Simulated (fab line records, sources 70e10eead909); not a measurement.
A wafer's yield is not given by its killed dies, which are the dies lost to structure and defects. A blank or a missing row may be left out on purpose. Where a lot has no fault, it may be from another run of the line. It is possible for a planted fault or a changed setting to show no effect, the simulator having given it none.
Matching of chambers | flow nand-harc | NHARC_A_STAIRCASE_DEP_322 on pecvd-03 has 3 sister chambers
The step deposits SiO2, target thk 3800 nm. 3 wafers are shown with their chamber, then 10 later ones without.

## WAFERS PAIRED WITH THEIR CHAMBERS
wafer  | chamber | heater-power-w (W)
L091.3 | 2       | 840
L090.1 | 1       | 734
L090.2 | 0       | 657

## WAFERS WITHOUT THEIR CHAMBER
wafer  | heater-power-w (W)
L090.4 | 549
L092.2 | 680
L092.4 | 690
L092.5 | 550
L094.1 | 819
L094.3 | 552
L094.5 | 558
L095.1 | 574
L095.4 | 679
L095.6 | 669

## CHAMBER TAKEN BY EACH
wafer  | from the rows above          | in truth
L090.4 | can't be placed: 0 or 1      | 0
L092.2 | can't be placed: 0 or 1 or 2 | 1
L092.4 | can't be placed: 0 or 1 or 2 | 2
L092.5 | can't be placed: 0 or 1      | 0
L094.1 | can't be placed: 2 or 1 or 0 | 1
L094.3 | can't be placed: 0 or 1      | 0
L094.5 | can't be placed: 0 or 1      | 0
L095.1 | can't be placed: 0 or 1      | 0
L095.4 | can't be placed: 0 or 1 or 2 | 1
L095.6 | can't be placed: 0 or 1      | 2
Correctly placed: 0 of 10. From these rows, 10 cannot be placed; in 9 the true chamber is one of the candidates. 0 placed wrongly.
How it was worked out, from the rows above alone: a wafer's distance from a chamber is the root of the sum, over the readings, of the square of ((its reading less the chamber's mean) divided by the reading's scatter). The wafer belongs to the nearest chamber; if the next one is less than 2 further off, it can't be placed. A chamber's mean is the mean of its shown wafers. The scatter: with one shown wafer a chamber, the root of the mean of the squares of how far each hidden wafer lies from its nearest shown one.
